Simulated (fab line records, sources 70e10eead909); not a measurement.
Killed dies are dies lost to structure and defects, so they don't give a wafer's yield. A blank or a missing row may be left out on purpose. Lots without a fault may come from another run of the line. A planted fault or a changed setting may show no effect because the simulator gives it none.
fab line records | flow nand_harc
record lots=24 wafers=72 last_day=34
route steps=1302 shown A_CHANNEL_FILL_D2@614 A_STAIRCASE@639
lots that met no fault: from a run of the same line without faults
start_h: hours from the record's first day to the start of the lot's first wafer shown | wait_h: hours since the lot's step before | " the same as in the row above | L1.1+2: a row that stands for several wafers | - no value, or no start given | * or withheld: withheld | < > ~ a bound
route shown NAME@n: a module of which the file shows steps, and the number in the route of the first | usual: mean/standard deviation of fault-free wafers | same: alike in all rows | chamber/n: place in a boat | sites: the reading at each site | _std_site: their standard deviation | _edge_site: outer sites' mean less inner sites' | radius_mm: how far each site lies from the wafer's centre | mask NAME#n: copy n | behind: the tool/chamber that last shaped the wafer | hold: why the lot was held/for how many hours/how that ended | device: the transistor (n, p or np) that didn't switch | end of line: the same wafers' tests at the end of the route | a step without rows: its recipe alone | killed: dies lost to structure and defects at the first sort, not the wafer's yield | map: a wafer's dies, x killed, . not, _ none there
set.NAME: the setting as run; set.NAME@STEP: as run at that earlier step | model.NAME: the simulator's own value behind a step, which no gauge read
steps of the route over a sample of lots; a table a step, a row a wafer
services: from which hour (start_h, from the record's first day; less than 0 if before it) a tool's chamber was out of use, for how many hours, and why
## steps
# step NHARC_A_CHANNEL_FILL_D2_ALD_14
# recipe target_thk_a=25 pulse_time_s=10 ald_cycles=25 temp_c=300 material=SiO2
# usual heater_power_w=481/55 precursor_pulse_height_rel=0.998/0.019
# columns lot.wafer tool chamber start_h wait_h heater_power_w precursor_pulse_height_rel
L074.4 ald_hk-04 2 337.20 0.0 501 1.006
L074.3 " 0 " " 425 0.964
L074.1 " 1 " " 365 1.010
L075.4 ald_hk-03 0 341.27 0.0 483 1.012
L075.1 " 2 " " 539 0.986
L075.2 " 3 " " 545 0.985
L076.2 ald_hk-03 1 341.53 0.3 441 0.999
L076.1 " 3 " " 544 1.018
L076.6 " 0 " " 491 0.988
L077.3 ald_hk-02 2 345.90 0.1 511 0.972
L077.4 " 3 " " 581 0.971
L077.1 " 0 " " 483 0.998
L078.2 ald_hk-03 1 355.09 0.1 433 0.975
L078.3 " 3 " " 537 1.028
L078.5 " 1 " " 428 0.991
L080.4 ald_hk-04 0 359.20 0.0 414 0.998
L080.5 " 0 " " 426 0.990
L080.6 " 1 " " 361 1.005
L079.4 ald_hk-03 1 359.27 0.1 433 0.963
L079.3 " 2 " " 536 0.984
L079.6 " 3 " " 539 0.954
L081.2 ald_hk-02 2 374.03 0.1 521 1.034
L081.1 " 0 " " 486 1.008
L081.5 " 1 " " 460 1.011
L082.3 ald_hk-03 3 384.90 0.0 555 0.973
L082.2 " 0 " " 486 1.001
L082.5 " 3 " " 545 1.002
L083.1 ald_hk-03 0 408.53 3.4 468 0.977
L083.3 " 1 " " 427 1.047
L083.5 " 2 " " 543 0.974
L084.3 ald_hk-03 0 415.76 0.1 464 0.973
L084.2 " 2 " " 532 1.008
L084.6 " 0 " " 480 1.000
L085.2 ald_hk-04 1 421.23 1.8 356 1.007
L085.3 " 2 " " 484 0.998
L085.6 " 2 " " 505 0.987
L086.1 ald_hk-02 1 421.28 1.9 477 1.023
L086.6 " 0 " " 500 0.985
L086.5 " 1 " " 466 1.030
L087.2 ald_hk-03 1 430.63 0.0 440 1.031
L087.1 " 2 " " 536 1.011
L087.5 " 2 " " 534 1.011
L088.4 ald_hk-04 2 454.85 0.0 486 1.014
L088.2 " 3 " " 490 1.016
L088.1 " 1 " " 368 0.997
L089.4 ald_hk-03 0 460.28 0.0 484 0.994
L089.3 " 2 " " 540 0.983
L089.5 " 0 " " 466 0.988
L090.2 ald_hk-03 1 478.54 0.1 433 0.992
L090.3 " 2 " " 534 0.983
L090.5 " 0 " " 471 1.015
L091.3 ald_hk-02 0 478.58 0.1 489 1.006
L091.6 " 2 " " 536 1.023
L091.5 " 3 " " 603 0.997
L093.4 ald_hk-04 3 497.86 0.1 496 0.997
L093.2 " 0 " " 433 1.005
L093.6 " 1 " " 364 0.993
L092.4 ald_hk-04 2 501.16 0.7 491 0.994
L092.2 " 0 " " 443 1.015
L092.5 " 2 " " 501 0.978
L094.4 ald_hk-04 2 501.35 0.9 504 1.033
L094.3 " 1 " " 374 0.976
L094.5 " 2 " " 492 0.986
L095.1 ald_hk-02 1 524.87 0.0 469 1.005
L095.2 " 3 " " 613 0.989
L095.5 " 2 " " 529 1.018
L096.1 ald_hk-04 3 534.20 0.6 491 0.990
L096.3 " 2 " " 504 1.018
L096.5 " 0 " " 436 0.981
L097.3 ald_hk-04 3 539.65 0.1 490 1.005
L097.2 " 1 " " 371 0.969
L097.6 " 3 " " 495 0.978
# step NHARC_A_CHANNEL_FILL_D2_ETCHBACK_19
# recipe target_depth_a=50 time_s=1.7 hbr_flow_sccm=150 cl2_flow_sccm=50 rf_w=400 icp_w=400 bias_w=100 chemistry=HBr/Cl2
# usual drypump_motor_current_A=5.7/0.44 hbr_flow_sccm=150.0/0.39 oes_product_au=1.000/0.0071 throttle_valve_pct=26.406/0.0099
# same time_s=1.7
# columns lot.wafer tool chamber start_h wait_h drypump_motor_current_A hbr_flow_sccm oes_product_au rf_hours_counter_h throttle_valve_pct
L074.4 rie_si-02 2 354.68 0.4 5.5 150.5 0.992 0.43 26.392
L074.1 " 3 " " 6.3 150.3 0.998 0.60 26.407
L074.3 " 0 " " 5.9 150.4 0.996 0.56 26.400
L076.2 rie_si-06 3 358.38 0.4 5.7 149.1 0.985 0.52 26.408
L076.1 " 2 " " 5.4 150.2 1.003 0.55 26.412
L076.6 " 0 " " 4.8 149.6 1.008 - 26.412
L075.2 rie_si-05 2 358.39 0.4 6.1 149.7 0.997 0.18 26.411
L075.1 " 3 " " 5.8 149.9 1.002 0.17 26.393
L075.4 " 0 " " 5.8 149.7 1.001 0.15 26.403
L077.1 rie_si-06 3 362.92 0.4 5.7 150.4 1.002 0.55 26.409
L077.4 " 0 " " 4.8 149.7 1.003 0.51 26.400
L077.3 " 2 " " 5.4 150.5 0.998 0.57 26.392
L078.2 rie_si-05 0 372.38 0.4 5.7 149.8 1.001 0.24 26.413
L078.3 " 1 " " 6.2 149.8 0.991 0.26 26.391
L078.5 " 3 " " 5.7 150.2 1.002 - 26.405
L079.3 rie_si-06 0 376.29 0.4 4.8 149.6 1.011 0.62 26.404
L079.4 " 3 " " 5.7 150.4 1.009 0.65 26.413
L079.6 " 1 " " 6.3 150.5 0.996 - 26.426
L080.4 rie_si-02 1 376.30 0.4 5.2 149.8 0.996 0.60 26.412
L080.5 " 0 " " 5.9 150.0 0.993 - 26.390
L080.6 " 1 " " 5.3 150.0 1.004 - 26.421
L081.1 rie_si-05 0 391.46 0.4 5.7 150.4 1.001 0.36 26.418
L081.2 " 1 " " 6.2 150.2 0.996 0.41 26.405
L081.5 " 0 " " 5.7 150.1 1.011 - 26.396
L082.2 rie_si-06 1 403.98 0.4 6.3 150.1 0.993 0.86 26.405
L082.3 " 3 " " 5.7 150.5 1.003 0.86 26.406
L082.5 " 1 " " 6.3 150.0 0.992 - 26.403
L083.1 rie_si-06 2 425.53 0.4 5.4 149.7 1.001 0.85 26.398
L083.3 " 1 " " 6.3 150.2 0.992 0.94 26.390
L083.5 " 2 " " 5.4 150.1 1.006 - 26.407
L084.2 rie_si-05 3 432.88 0.4 5.8 149.4 1.006 0.67 26.408
L084.3 " 0 " " 5.8 149.9 1.011 0.57 26.407
L084.6 " 1 " " 6.2 149.2 0.980 - 26.416
L086.1 rie_si-06 2 437.90 0.4 5.4 150.0 0.996 0 26.404
L086.5 " 2 " " 5.4 150.2 0.998 - 26.410
L086.6 " 3 " " 5.7 150.0 0.998 - 26.396
L085.2 rie_si-05 0 437.92 0.4 5.8 150.5 1.005 0.60 26.397
L085.3 " 1 " " 6.2 149.6 0.999 0.60 26.402
L085.6 " 3 " " 5.8 150.0 1.007 - 26.414
L087.1 rie_si-05 3 448.59 0.4 5.8 149.5 1.002 0.72 26.405
L087.2 " 0 " " 5.8 150.1 1.002 0.63 26.420
L087.5 " 0 " " 5.7 150.4 0.995 - 26.394
L088.4 rie_si-06 0 471.90 0.4 4.8 150.3 0.992 0.24 26.410
L088.2 " 1 " " 6.3 149.6 0.989 0.16 26.413
L088.1 " 2 " " 5.4 149.9 1.011 0.19 26.420
L089.3 rie_si-06 2 477.08 0.4 5.4 149.8 1.011 0.21 26.395
L089.4 " 0 " " 4.8 149.5 1.006 0.27 26.406
L089.5 " 2 " " 5.4 149.6 1.007 - 26.420
L091.3 rie_si-06 0 496.60 0.4 4.8 149.7 1.002 0.35 26.400
L091.5 " 0 " " 4.8 150.0 1.006 - 26.393
L091.6 " 1 " " 6.3 150.3 0.990 - 26.416
L090.2 rie_si-02 1 496.60 0.4 5.2 150.9 1.001 0.14 26.393
L090.3 " 2 " " 5.4 150.0 0.985 0.27 26.419
L090.5 " 2 " " 5.4 149.8 0.996 - 26.398
L092.2 rie_si-05 1 516.87 0.4 6.2 150.3 0.990 0.13 26.411
L092.4 " 2 " " 6.1 149.9 0.996 0.13 26.412
L092.5 " 2 " " 6.1 149.9 1.004 - 26.394
L094.4 rie_si-02 1 516.87 0.4 5.2 149.9 1.002 0.31 26.395
L094.3 " 2 " " 5.5 150.3 1.001 0.38 26.398
L094.5 " 2 " " 5.5 150.1 0.996 - 26.415
L093.4 rie_si-06 1 516.87 0.4 6.3 149.7 0.996 0.46 26.392
L093.2 " 2 " " 5.4 149.9 0.997 0.47 26.413
L093.6 " 2 " " 5.4 149.3 1.003 - 26.414
L095.1 rie_si-05 0 544.74 0.4 5.8 150.6 0.994 0.34 26.411
L095.2 " 3 " " 5.7 150.0 0.999 0.30 26.419
L095.5 " 1 " " 6.2 149.9 1.006 - 26.409
L096.1 rie_si-02 2 552.10 0.4 5.5 150.4 1.000 0.67 26.397
L096.3 " 1 " " 5.2 149.5 1.001 0.56 26.402
L096.5 " 3 " " 6.3 149.7 1.006 - 26.377
L097.2 rie_si-05 3 556.61 0.4 5.7 150.1 1.005 0.42 26.421
L097.3 " 1 " " 6.2 150.0 0.993 0.48 26.403
L097.6 " 3 " " 5.7 149.9 1.007 - 26.409
# step NHARC_A_STAIRCASE_DEP_156
# recipe target_thk_a=500 temp_c=400 target_thk_nm=50 flow_sccm=200 rf_w=450 material=SiNx
# usual heater_power_w=697/95
# columns lot.wafer tool chamber start_h wait_h heater_power_w
L075.1 pecvd-02 2 379.57 0.1 679
L075.2 " 0 " " 812
L075.4 " 2 " " 699
L074.1 pecvd-01 1 379.74 0.1 708
L074.3 " 2 " " 572
L074.4 " 0 " " 718
L076.1 pecvd-01 0 382.72 0.1 744
L076.2 " 1 " " 699
L076.6 " 0 " " 735
L077.1 pecvd-02 1 387.72 0.1 672
L077.3 " 0 " " 837
L077.4 " 0 " " 862
L078.3 pecvd-01 0 396.84 0.1 738
L078.2 " 1 " " 776
L078.5 " 2 " " 617
L079.3 pecvd-01 2 399.75 0.1 584
L079.4 " 2 " " 597
L079.6 " 0 " " 727
L080.5 pecvd-02 0 403.57 0.1 729
L080.6 " 1 " " 716
L080.4 " 2 " " 658
L081.2 pecvd-03 0 417.46 0.1 602
L081.1 " 1 " " 829
L081.5 " 2 " " 651
L082.2 pecvd-02 0 429.51 0.1 799
L082.3 " 0 " " 832
L082.5 " 0 " " 811
L083.3 pecvd-01 0 451.00 0.1 756
L083.1 " 2 " " 605
L083.5 " 0 " " 759
L084.2 pecvd-03 0 457.54 0.1 593
L084.3 " 1 " " 857
L084.6 " 0 " " 601
L085.3 pecvd-02 0 462.49 0.1 811
L085.2 " 1 " " 656
L085.6 " 0 " " 827
L086.1 pecvd-02 1 466.41 0.1 616
L086.6 " 0 " " 880
L086.5 " 1 " " 628
L087.1 pecvd-01 0 476.23 0.1 709
L087.2 " 1 " " 722
L087.5 " 2 " " 623
L088.2 pecvd-03 1 496.11 0.1 764
L088.1 " 0 " " 536
L088.4 " 0 " " 539
L089.3 pecvd-03 1 501.39 0.1 843
L089.4 " 0 " " 575
L089.5 " 1 " " 843
L090.3 pecvd-03 1 520.76 0.1 859
L090.2 " 2 " " 593
L090.5 " 1 " " 828
L091.3 pecvd-01 1 520.79 0.1 749
L091.5 " 0 " " 688
L091.6 " 2 " " 604
L092.2 pecvd-02 2 541.18 0.1 679
L092.4 " 1 " " 662
L092.5 " 2 " " 678
L093.2 pecvd-03 2 541.18 0.1 684
L093.6 " 1 " " 836
L093.4 " 2 " " 702
L094.3 pecvd-01 0 541.30 0.1 640
L094.5 " 0 " " 619
L094.4 " 2 " " 555
L095.1 pecvd-03 0 568.78 0.1 551
L095.2 " 1 " " 735
L095.5 " 1 " " 733
L096.1 pecvd-02 1 577.72 0.1 675
L096.3 " 2 " " 568
L096.5 " 2 " " 578
L097.3 pecvd-02 1 581.01 0.1 686
L097.2 " 0 " " 815
L097.6 " 2 " " 549
# step NHARC_A_STAIRCASE_DESCUM_186
# recipe time_s=3 o2_flow_sccm=200 ar_flow_sccm=0 bias_power_w=0 chemistry=O2
# usual drypump_motor_current_A=5.8/0.44 o2_flow_sccm=200.1/0.58 oes_product_au=1.001/0.0082 rf_vpp_V=57.5/0.94 showerhead_plenum_p_Torr=1.87/0.091 throttle_valve_pct=11.311/0.0092
# same time_s=3
# columns lot.wafer tool chamber start_h wait_h drypump_motor_current_A o2_flow_sccm oes_product_au rf_hours_counter_h rf_vpp_V showerhead_plenum_p_Torr throttle_valve_pct
L075.1 rie_diel-06 1 386.05 - 6.5 200.0 1.015 16 59.0 1.85 11.311
L075.4 " 2 " " 5.8 200.2 1.007 15 58.3 1.96 11.288
L075.2 " 0 " " 5.8 200.3 0.999 18 56.8 1.85 11.316
L074.4 rie_diel-06 3 386.22 - 5.5 200.4 1.012 17 57.5 1.79 11.314
L074.3 " 0 " " 5.8 199.9 0.995 18 57.8 1.85 11.315
L074.1 " 1 " " 6.5 199.8 1.001 16 57.7 1.85 11.299
L076.2 rie_diel-05 0 389.11 - 5.4 199.6 1.011 46 56.2 1.77 11.286
L076.1 " 3 " " 6.4 199.6 1.021 45 57.4 1.79 11.307
L076.6 " 1 " " 4.9 200.7 0.997 - 59.4 2.06 11.308
L077.3 rie_diel-05 3 395.94 - 6.4 199.4 1.013 50 56.9 1.79 11.296
L077.4 " 1 " " 5.0 200.7 0.999 48 58.4 2.06 11.311
L077.1 " 2 " " 6.4 200.3 1.006 44 56.8 1.78 11.311
L078.2 rie_diel-03 3 403.63 - 5.5 200.7 1.000 34 57.4 1.91 11.311
L078.3 " 2 " " 6.0 200.8 0.985 31 57.4 1.82 11.318
L078.5 " 3 " " 5.6 200.8 0.996 - 56.7 1.91 11.322
L079.4 rie_diel-06 3 406.32 - 5.5 199.6 1.009 29 57.5 1.79 11.311
L079.3 " 2 " " 5.8 199.3 1.000 26 57.2 1.96 11.324
L079.6 " 3 " " 5.6 199.1 1.002 - 58.0 1.79 11.312
L080.4 rie_diel-06 1 410.15 - 6.4 199.8 1.004 27 57.2 1.85 11.309
L080.5 " 1 " " 6.4 200.4 0.999 - 58.1 1.85 11.310
L080.6 " 2 " " 5.8 199.8 1.001 - 58.6 1.96 11.313
L081.1 rie_diel-05 1 423.96 - 5.0 200.4 1.003 3 57.8 2.06 11.323
L081.2 " 0 " " 5.4 199.7 1.000 3 57.3 2.08 11.321
L081.5 " 0 " " 5.4 199.6 0.993 - 58.8 2.07 11.309
L082.3 rie_diel-03 1 435.95 - 5.5 200.8 0.996 45 56.1 1.91 11.303
L082.2 " 3 " " 5.5 200.3 1.002 45 57.3 1.90 11.320
L082.5 " 2 " " 6.0 199.6 1.002 - 58.4 1.82 11.289
L083.3 rie_diel-03 3 457.71 - 5.6 200.4 0.993 48 58.0 1.90 11.316
L083.1 " 2 " " 6.0 200.6 0.995 47 57.6 1.82 11.296
L083.5 " 0 " " 5.8 200.0 1.008 - 57.6 1.85 11.321
L084.2 rie_diel-05 2 467.45 - 6.4 200.5 1.000 20 56.0 1.77 11.316
L084.3 " 3 " " 6.4 200.7 0.993 16 58.2 1.78 11.323
L084.6 " 3 " " 6.4 199.5 0.994 - 55.3 1.78 11.304
L085.2 rie_diel-03 1 470.75 - 5.4 200.8 0.997 0 58.2 1.91 11.310
L085.3 " 2 " " 6.1 200.1 1.007 1 57.6 1.81 11.310
L085.6 " 2 " " 6.1 199.9 1.003 - 56.1 1.82 11.303
L086.1 rie_diel-03 1 473.49 - 5.4 200.3 0.994 1 58.6 1.91 11.306
L086.6 " 2 " " 6.0 199.2 0.995 - 56.7 1.81 11.331
L086.5 " 3 " " 5.5 200.7 0.999 - 57.5 1.90 11.327
L087.2 rie_diel-03 2 482.96 - 6.0 201.4 0.983 6 57.2 1.81 11.321
L087.1 " 3 " " 5.5 200.5 0.998 8 58.0 1.90 11.310
L087.5 " 1 " " 5.4 199.0 0.985 - 57.2 1.91 11.283
L088.4 rie_diel-05 2 502.66 - 6.4 199.8 1.003 36 58.7 1.77 11.311
L088.1 " 3 " " 6.4 200.5 1.008 35 57.0 1.78 11.310
L088.2 " 1 " " 4.9 201.0 0.999 25 58.6 2.05 11.314
L089.3 rie_diel-03 1 507.76 - 5.4 200.4 0.995 14 58.4 1.90 11.305
L089.4 " 1 " " 5.4 199.5 0.987 - 58.1 1.90 11.313
L089.5 " 0 " " 5.8 199.0 1.005 - 58.2 1.85 11.311
L091.3 rie_diel-06 3 527.09 - 5.5 201.2 1.003 8 57.9 1.78 11.311
L091.5 " 1 " " 6.5 199.9 0.998 - 57.4 1.84 11.304
L091.6 " 2 " " 5.8 199.8 0.994 - 57.9 1.94 11.315
L090.2 rie_diel-05 3 527.60 - 6.4 199.8 1.015 44 57.9 1.77 11.324
L090.3 " 2 " " 6.4 200.2 0.992 46 58.9 1.77 11.304
L090.5 " 3 " " 6.4 201.0 1.005 - 56.0 1.77 11.318
L092.2 rie_diel-05 2 548.00 - 6.4 200.4 0.993 58 57.0 1.76 11.320
L092.4 " 0 " " 5.4 200.5 0.999 53 58.5 2.06 11.306
L092.5 " 1 " " 5.0 199.7 1.001 - 59.1 2.04 11.305
L093.2 rie_diel-06 3 548.36 - 5.5 199.9 1.020 15 55.1 1.78 11.305
L093.4 " 0 " " 5.8 199.9 1.000 12 56.5 1.83 11.313
L093.6 " 2 " " 5.8 200.1 0.993 - 56.2 1.94 11.296
L094.4 rie_diel-05 2 548.52 - 6.4 200.2 0.998 58 56.2 1.76 11.302
L094.3 " 3 " " 6.4 200.4 1.021 56 56.8 1.77 11.314
L094.5 " 2 " " 6.4 199.8 1.007 - 57.3 1.76 11.323
L095.1 rie_diel-06 0 575.30 - 5.8 199.2 0.996 19 58.0 1.83 11.315
L095.2 " 1 " " 6.5 200.0 0.989 23 57.1 1.84 11.311
L095.5 " 2 " " 5.8 199.4 1.001 - 57.6 1.94 11.326
L096.3 rie_diel-03 2 584.37 - 6.1 199.6 1.001 39 56.2 1.80 11.305
L096.1 " 3 " " 5.5 200.3 1.000 37 56.8 1.89 11.313
L096.5 " 1 " " 5.5 199.5 0.977 - 59.5 1.90 11.286
L097.2 rie_diel-03 3 588.88 - 5.5 201.3 1.004 38 57.2 1.89 11.322
L097.3 " 2 " " 6.1 200.0 0.993 40 56.8 1.80 11.322
L097.6 " 0 " " 5.8 200.3 1.003 - 55.1 1.84 11.318
# step NHARC_A_STAIRCASE_ETCH_190
# recipe target_depth_a=1000 time_s=40.5 ion_energy_ev=400 c4f8_flow_sccm=20 o2_flow_sccm=10 ar_flow_sccm=withheld rf_w=600 bias_w=1000 chemistry=C4F8/O2
# usual oes_product_au=0.943/0.011 rf_vpp_V=894/6
# same time_s=40.5
# columns lot.wafer tool chamber start_h wait_h oes_product_au rf_hours_counter_h rf_vpp_V
L075.4 rie_diel-06 1 - - 0.944 16 892
L075.1 " 2 " " 0.931 15 900
L075.2 " 3 " " 0.948 17 891
L074.3 rie_diel-06 1 - - 0.945 16 892
L074.4 " 2 " " 0.943 16 900
L074.1 " 3 " " 0.930 18 889
L076.2 rie_diel-05 2 - - 0.963 42 887
L076.1 " 1 " " 0.944 45 907
L076.6 " 3 " " 0.966 - 890
L077.3 rie_diel-05 1 - - 0.946 48 904
L077.4 " 3 " " 0.946 51 888
L077.1 " 0 " " 0.948 51 888
L078.3 rie_diel-03 0 - - 0.940 36 893
L078.2 " 3 " " 0.959 34 896
L078.5 " 1 " " 0.946 - 896
L079.3 rie_diel-06 2 - - 0.934 26 899
L079.4 " 0 " " 0.940 28 892
L079.6 " 2 " " 0.938 - 898
L080.4 rie_diel-06 0 - - 0.961 30 892
L080.6 " 2 " " 0.934 - 898
L080.5 " 3 " " 0.960 - 888
L081.1 rie_diel-05 1 - - 0.934 3 905
L081.2 " 2 " " 0.936 4 887
L081.5 " 2 " " 0.939 - 888
L082.2 rie_diel-03 3 - - 0.942 45 896
L082.3 " 1 " " 0.921 45 896
L082.5 " 3 " " 0.945 - 894
L083.3 rie_diel-03 3 - - 0.935 48 895
L083.1 " 2 " " 0.944 47 890
L083.5 " 3 " " 0.945 - 894
L084.2 rie_diel-05 0 - - 0.946 17 906
L084.3 " 3 " " 0.936 17 887
L084.6 " 2 " " 0.927 - 886
L085.3 rie_diel-03 2 - - 0.937 1 890
L085.2 " 3 " " 0.950 1 894
L085.6 " 2 " " 0.937 - 890
L086.1 rie_diel-03 2 - - 0.919 2 889
L086.6 " 3 " " 0.937 - 894
L086.5 " 0 " " 0.945 - 892
L087.2 rie_diel-03 2 - - 0.941 7 889
L087.1 " 3 " " 0.957 8 895
L087.5 " 3 " " 0.955 - 896
L088.1 rie_diel-05 0 - - 0.954 35 904
L088.4 " 1 " " 0.953 26 903
L088.2 " 3 " " 0.962 35 887
L089.3 rie_diel-03 1 - - 0.945 14 897
L089.4 " 0 " " 0.955 - 892
L089.5 " 1 " " 0.932 - 896
L091.3 rie_diel-06 2 - - 0.952 9 898
L091.5 " 2 " " 0.951 - 897
L091.6 " 3 " " 0.966 - 886
L090.2 rie_diel-05 0 - - 0.962 43 907
L090.3 " 2 " " 0.945 46 886
L090.5 " 0 " " 0.959 - 903
L092.2 rie_diel-05 0 - - 0.951 54 906
L092.4 " 1 " " 0.948 45 903
L092.5 " 1 " " 0.940 - 904
L093.2 rie_diel-06 2 - - 0.933 15 899
L093.4 " 0 " " 0.931 12 893
L093.6 " 3 " " 0.921 - 888
L094.4 rie_diel-05 2 - - 0.937 58 887
L094.3 " 3 " " 0.933 56 886
L094.5 " 1 " " 0.952 - 904
L095.1 rie_diel-06 3 - - 0.954 21 887
L095.2 " 2 " " 0.952 21 898
L095.5 " 0 " " 0.949 - 892
L096.1 rie_diel-03 0 - - 0.946 37 893
L096.3 " 2 " " 0.922 39 889
L096.5 " 0 " " 0.948 - 891
L097.3 rie_diel-03 3 - - 0.933 39 893
L097.2 " 2 " " 0.933 40 889
L097.6 " 0 " " 0.946 - 892
# step NHARC_A_STAIRCASE_TRIM_200
# recipe time_s=211.2 o2_flow_sccm=500 ar_flow_sccm=0 bias_w=0 chemistry=O2
# usual drypump_motor_current_A=5.8/0.39 o2_flow_sccm=500.2/1.4 oes_product_au=0.997/0.0075 rf_vpp_V=57.6/0.83 showerhead_plenum_p_Torr=3.44/0.13 throttle_valve_pct=17.036/0.0096
# same time_s=211.2
# columns lot.wafer tool chamber start_h wait_h drypump_motor_current_A o2_flow_sccm oes_product_au rf_hours_counter_h rf_vpp_V showerhead_plenum_p_Torr throttle_valve_pct
L075.1 rie_diel-03 2 - - 6.1 500.3 0.994 24 56.5 3.37 17.014
L075.2 " 3 " " 5.6 500.4 0.994 28 57.9 3.52 17.027
L075.4 " 0 " " 5.8 500.2 1.009 30 58.1 3.44 17.053
L074.3 rie_diel-06 1 - - 6.5 500.4 0.997 17 56.6 3.42 17.036
L074.4 " 2 " " 5.8 501.5 0.998 16 59.0 3.61 17.032
L074.1 " 3 " " 5.5 501.6 0.997 18 58.3 3.32 17.031
L076.2 rie_diel-05 2 - - 6.4 501.1 0.989 44 58.8 3.30 17.031
L076.1 " 0 " " 5.4 501.2 1.000 50 56.8 3.28 17.044
L076.6 " 2 " " 6.4 500.4 0.993 - 58.7 3.30 17.040
L077.3 rie_diel-05 1 - - 4.9 499.0 0.998 49 59.1 3.78 17.048
L077.1 " 2 " " 6.4 500.9 0.989 45 56.4 3.30 17.053
L077.4 " 0 " " 5.4 499.9 1.002 52 59.1 3.28 17.045
L078.2 rie_diel-06 3 - - 5.5 501.9 0.993 29 58.0 3.32 17.047
L078.3 " 0 " " 5.8 501.5 0.996 27 57.5 3.42 17.021
L078.5 " 3 " " 5.6 502.4 0.989 - 57.1 3.32 17.027
L079.3 rie_diel-03 2 - - 6.1 500.2 1.002 33 56.4 3.37 17.024
L079.4 " 0 " " 5.8 500.0 1.015 38 57.4 3.43 17.028
L079.6 " 3 " " 5.5 501.5 1.004 - 58.6 3.52 17.029
L080.4 rie_diel-06 0 - - 5.8 500.2 0.987 30 56.6 3.41 17.050
L080.5 " 2 " " 5.8 499.7 1.006 - 57.2 3.60 17.044
L080.6 " 3 " " 5.5 501.6 1.007 - 57.7 3.32 17.035
L081.1 rie_diel-03 0 - - 5.8 500.0 1.011 45 58.9 3.43 17.040
L081.2 " 2 " " 6.1 497.0 0.993 41 57.6 3.36 17.058
L081.5 " 0 " " 5.8 498.7 1.000 - 55.6 3.43 17.048
L082.3 rie_diel-06 1 - - 6.5 497.8 1.003 37 56.5 3.41 17.034
L082.2 " 2 " " 5.8 500.1 0.993 37 57.7 3.59 17.045
L082.5 " 3 " " 5.6 501.4 1.004 - 57.9 3.31 17.057
L083.3 rie_diel-06 3 - - 5.5 499.4 0.991 49 56.5 3.31 17.037
L083.1 " 2 " " 5.8 500.2 0.998 46 58.2 3.59 17.035
L083.5 " 0 " " 5.8 497.5 0.993 - 56.8 3.40 17.040
L084.3 rie_diel-05 2 - - 6.4 498.1 0.991 22 57.7 3.29 17.033
L084.2 " 3 " " 6.4 503.0 0.993 18 57.1 3.30 17.033
L084.6 " 2 " " 6.4 498.7 0.987 - 56.3 3.29 17.036
L085.2 rie_diel-03 3 - - 5.6 499.2 1.008 2 58.6 3.51 17.036
L085.3 " 2 " " 6.1 500.6 0.993 1 57.3 3.36 17.041
L085.6 " 3 " " 5.6 498.0 0.997 - 58.2 3.51 17.037
L086.1 rie_diel-03 1 - - 5.4 499.8 0.996 3 57.8 3.52 17.031
L086.6 " 2 " " 6.1 501.0 0.992 - 57.4 3.36 17.032
L086.5 " 3 " " 5.5 499.0 0.995 - 56.6 3.51 17.034
L087.2 rie_diel-03 1 - - 5.5 499.9 0.990 6 57.7 3.52 17.027
L087.1 " 2 " " 6.1 499.8 1.003 7 57.8 3.36 17.036
L087.5 " 1 " " 5.5 498.6 0.991 - 57.1 3.52 17.032
L088.4 rie_diel-06 2 - - 5.8 502.2 0.998 1 57.7 3.58 17.048
L088.1 " 3 " " 5.5 500.7 0.992 1 57.9 3.30 17.025
L088.2 " 1 " " 6.5 497.5 0.994 2 56.6 3.41 17.026
L089.4 rie_diel-06 3 - - 5.5 499.8 0.994 3 57.0 3.30 17.038
L089.3 " 1 " " 6.5 501.1 0.993 3 57.6 3.41 17.037
L089.5 " 3 " " 5.5 499.4 1.001 - 56.7 3.30 17.035
L091.3 rie_diel-03 2 - - 6.0 499.8 0.998 17 57.7 3.35 17.047
L091.6 " 1 " " 5.4 501.7 0.997 - 57.5 3.51 17.005
L091.5 " 2 " " 6.0 500.8 0.995 - 58.2 3.35 17.039
L090.3 rie_diel-06 1 - - 6.5 500.3 0.995 9 57.9 3.40 17.046
L090.2 " 2 " " 5.8 498.6 0.998 9 58.7 3.58 17.051
L090.5 " 0 " " 5.8 501.1 0.999 - 58.1 3.40 17.040
L092.2 rie_diel-03 0 - - 5.8 497.5 1.000 28 57.3 3.41 17.030
L092.4 " 1 " " 5.4 501.0 0.984 25 57.2 3.51 17.038
L092.5 " 2 " " 6.1 501.1 0.986 - 57.5 3.35 17.034
L093.2 rie_diel-03 1 - - 5.4 500.3 0.988 25 56.4 3.51 17.023
L093.4 " 2 " " 6.1 502.6 0.978 25 57.0 3.35 17.046
L093.6 " 3 " " 5.6 501.0 0.994 - 57.9 3.49 17.040
L094.4 rie_diel-05 3 - - 6.4 501.2 0.994 57 57.1 3.28 17.030
L094.3 " 1 " " 5.0 499.0 0.992 46 59.7 3.75 17.033
L094.5 " 2 " " 6.4 498.5 0.996 - 57.6 3.27 17.043
L095.2 rie_diel-05 0 - - 5.4 498.2 1.005 62 58.8 3.77 17.033
L095.1 " 1 " " 5.0 501.4 1.001 53 57.5 3.75 17.037
L095.5 " 0 " " 5.4 497.6 1.001 - 57.8 3.77 17.041
L096.1 rie_diel-03 3 - - 5.5 502.2 1.001 38 57.7 3.49 17.033
L096.3 " 2 " " 6.0 500.3 0.980 40 57.0 3.34 17.040
L096.5 " 0 " " 5.8 500.0 1.000 - 56.4 3.41 17.047
L097.3 rie_diel-03 0 - - 5.8 500.5 0.999 39 57.0 3.41 17.046
L097.2 " 2 " " 6.1 500.4 0.992 42 58.5 3.34 17.038
L097.6 " 3 " " 5.5 500.9 0.995 - 57.8 3.49 17.035
## services
# columns tool chamber start_h hours kind
rie_si-06 2 347.47 1.5 repair
rie_diel-03 3 359.65 8.8 repair
rie_diel-06 - 364.08 3.8 repair
rie_diel-06 1 377.40 2.7 repair
ald_hk-03 - 395.40 10.0 pm
rie_diel-05 - 406.68 9.0 pm
pecvd-02 - 408.11 13.0 pm
rie_si-05 2 422.48 15.4 repair
rie_diel-05 3 422.64 4.2 repair
rie_si-06 - 426.00 9.0 pm
pecvd-01 0 442.94 2.9 repair
rie_diel-03 - 458.40 9.0 pm
rie_diel-06 1 464.95 9.0 repair
rie_si-05 - 482.00 9.0 pm
rie_diel-03 2 507.49 8.3 repair
rie_diel-03 3 511.72 7.1 repair
rie_diel-06 0 512.20 5.7 repair
rie_si-06 - 520.15 44.6 repair
rie_si-05 - 534.68 0.2 repair
rie_diel-06 - 545.51 0.6 repair
rie_diel-03 0 553.36 10.5 repair
rie_diel-03 3 575.73 3.7 repair
rie_diel-05 - 583.68 9.0 pm
pecvd-02 - 589.11 13.0 pm
## key
fault none
